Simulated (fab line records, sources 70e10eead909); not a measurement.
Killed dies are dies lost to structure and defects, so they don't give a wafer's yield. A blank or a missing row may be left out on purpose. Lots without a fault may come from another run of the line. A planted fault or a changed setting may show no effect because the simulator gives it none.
Problem report in the 8D (eight disciplines) form, filled by code | flow nand_harc | the parts of the form that need people (team, actions taken, sign-off) are left out

1. THE PROBLEM
oes_product_au at NHARC_A_CHANNEL_HOLE_D1_ETCH_34 reads a mean of 0.846 a.u. on 1 wafer of 1 lot; wafers without a fault read 0.952 a.u. with a standard deviation of 0.022. That is -4.8 standard deviations from the usual mean.
The step: etches the open film in CF4/CHF3, target depth 154 nm, time 77 s.
First seen on wafer L690.2, day 10 06:34, on rie_diel-07. The record holds 34 wafers of 13 lots with a number at this step. Rule for "out", or "out of limits": more than 4 standard deviations from the usual mean. The other wafers with a number count as sound.

2. WHAT IT IS AND WHAT IT IS NOT
question                    | is                | is not
which readings at this step | oes_product_au    | chf3_flow_sccm, drypump_motor_current_A, rf_vpp_V, showerhead_plenum_p_Torr, throttle_valve_pct
which lots                  | L690              | L682, L683, L685, L693, L694, L695, L697, L699, L701, L702, L703, L705
which wafers of those lots  | L690.2            | L690.4
read on which tools         | rie_diel-07       | rie_diel-01, rie_diel-03
when                        | from day 10 06:34 | up to then (10 sound wafers); but 23 sound wafers of L693, L694, L695, L697, L699, L701, L702, L703, L705 came after

3. SUSPECTS, AND WHAT RULES EACH OUT
Counting: a tool at a process step up to the reading stays a suspect if it ran every lot that is out. Sound lots after the first of them don't rule it out here, since some wafers of a struck lot are sound.
- rie_diel-07 at NHARC_A_CHANNEL_HOLE_D1_ETCH_38 (etches the open film in CF4, target depth 39 nm, time 65 s): kept. It ran the lot that is out, L690 (day 10 06:13); its last sound lot up to then is L685 (day 9 01:04).
- rie_diel-07 at NHARC_A_CHANNEL_HOLE_D1_ETCH_34 (etches the open film in CF4/CHF3, target depth 154 nm, time 77 s): kept. It ran the lot that is out, L690 (day 10 06:34); its last sound lot up to then is L685 (day 9 01:25). Its own readings are out on those wafers: oes_product_au.
- Within rie_diel-07 at NHARC_A_CHANNEL_HOLE_D1_ETCH_38: the wafers that are out ran in chamber 1; their sound lot-mates ran in chamber 3.
- Within rie_diel-07 at NHARC_A_CHANNEL_HOLE_D1_ETCH_34: the wafers that are out ran in chamber 3; their sound lot-mates ran in chamber 0.
Left after counting: rie_diel-07 at NHARC_A_CHANNEL_HOLE_D1_ETCH_38, rie_diel-07 at NHARC_A_CHANNEL_HOLE_D1_ETCH_34.

4. THE CAUSE (what the simulator had put in)
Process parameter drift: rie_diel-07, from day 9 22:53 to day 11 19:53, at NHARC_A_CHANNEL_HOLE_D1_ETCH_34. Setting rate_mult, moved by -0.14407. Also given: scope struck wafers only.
Counting left 2 suspects, and this tool is among them.

5. THE CHAIN OF EFFECTS, in route order
Each row: a reading whose mean over the struck wafers that have a number lies more than 3 standard deviations from the usual. Only readings for which the record gives a usual standard deviation are gone through. hours: the time from each lot's start at the first step in this table that gives one to its start at this step, as a median over the lots. sigmas: the change in usual standard deviations.
hours | step                            | reading        | usual      | on struck wafers | change | sigmas
0     | NHARC_A_CHANNEL_HOLE_D1_ETCH_34 | oes_product_au | 0.952 a.u. | 0.846            | -0.106 | -4.8
The process steps in it:
- NHARC_A_CHANNEL_HOLE_D1_ETCH_34: etches the open film in CF4/CHF3, target depth 154 nm, time 77 s.
Later measuring or inspecting steps at which every struck wafer that the step has a row for has a number for every such reading, and none has moved that far: NHARC_A_CHANNEL_HOLE_D1_INSPECT_40.

6. WHAT WOULD HAVE CAUGHT IT SOONER
In this record the first reading out of limits was taken at day 10 06:34, 8 hours after the fault began at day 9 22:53.
